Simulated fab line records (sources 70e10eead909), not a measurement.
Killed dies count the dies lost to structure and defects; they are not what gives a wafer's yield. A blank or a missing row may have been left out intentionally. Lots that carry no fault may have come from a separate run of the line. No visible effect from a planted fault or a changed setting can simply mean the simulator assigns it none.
3 desks, one fault ; flow nand-harc ; numbers are kept per desk, each desk with only its own; the story behind them comes last

== FROM THE METROLOGY DESK ==
Means of the sampled wafers that have a number, per lot and without regard to the tool the lot ran on: this is what the gauges read. Any lot whose mean is over 4 standard deviations away from the usual mean is out of limits and marked OUT; that distance is given in the brackets.
Columns: A = thk-nm at NHARC_A_ONON_D1_THK_MEAS_05, usual 1002 nm
lot;first seen here;A
L299;day 8 02:20;997
L300;day 8 12:42;1003
L303;day 9 14:39;1015
L304;day 9 14:39;999
L307;day 11 03:57;1006
L308;day 11 09:58;1008
L310;day 12 12:52;999
L311;day 13 01:16;1015
L314;day 13 20:39;1020
L320;day 16 15:12;997
L321;day 17 05:51;985
L322;day 17 14:32;1004
Finding of this desk: none of the 12 lots has anything out of limits.

== THE DEFECT DESK ==
What the inspections along the route counted, lot by lot: means of the sampled wafers that have a number. Any lot whose mean is over 4 standard deviations away from the usual mean is out of limits and marked OUT; that distance is given in the brackets.
Columns: A = raw-defect-count at NHARC_P_BONDPAD_INSPECT_23, usual 312; B = raw-defect-count at NHARC_A_ZERO_WELL_INSPECT_17, usual 10; C = raw-defect-count at NHARC_A_SOURCE_PLATE_INSPECT_08, usual 59
lot;first seen here;A;B;C
L299;day 7 02:32;321;12;72
L300;day 7 12:35;190;10;56
L304;day 8 13:39;294;14;44
L303;day 8 14:14;234;8;61
L307;day 10 04:49;274;4;36
L308;day 10 09:23;339;10;33
L310;day 11 12:47;386;11;89
L311;day 12 00:20;201;100 (+18) OUT;162 (+4.1) OUT
L314;day 12 21:48;276;5;78
L320;day 15 14:28;240;15;64
L321;day 16 05:58;390;13;54
L322;day 16 13:34;632;14;85
This desk finds L311 out of limits, L311 being first, at day 12 03:05 (raw-defect-count at NHARC_A_ZERO_WELL_INSPECT_17). L299, L300, L304, L303, L307, L308, L310, L314, L320, L321, L322: within limits.

== DESK OF THE TOOL OWNER: wet-bench-02 ==
The tool's own readings at NHARC_A_ZERO_WELL_PRECLEAN_00 (cleans in SPM, time 600 s): means of the sampled wafers that have a number, for each lot that ran on this tool. Any lot whose mean is over 4 standard deviations away from the usual mean is out of limits and marked OUT; that distance is given in the brackets.
Columns: A = temp-c at NHARC_A_ZERO_WELL_PRECLEAN_00, usual 120.00 C
lot;first seen here;A
L299;day 7 03:07;120.01
L300;day 7 13:10;119.92
L307;day 10 05:22;120.04
L308;day 10 09:58;119.86
L310;day 11 13:21;119.93
L311;day 12 00:54;120.03
Finding of this desk: none of the 6 lots has anything out of limits.

== ALL TOGETHER ==
The defect desk could have raised an alarm at day 12 03:05, on L311.
The metrology desk saw nothing out of limits.
The tool owner's desk saw nothing out of limits.
The metrology desk holds a record of L311, inside its limits.
Tool owner's desk: L311 on record, inside its limits.
On wet-bench-02, each named lot ran NHARC_A_ZERO_WELL_PRECLEAN_00.

== WHAT THE SIMULATOR HAD INSERTED ==
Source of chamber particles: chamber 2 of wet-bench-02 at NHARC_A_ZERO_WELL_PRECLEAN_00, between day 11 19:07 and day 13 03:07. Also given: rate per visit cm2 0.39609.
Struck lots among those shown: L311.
Hours from the fault's start to each desk's first reading out of limits: the defect desk, 8.
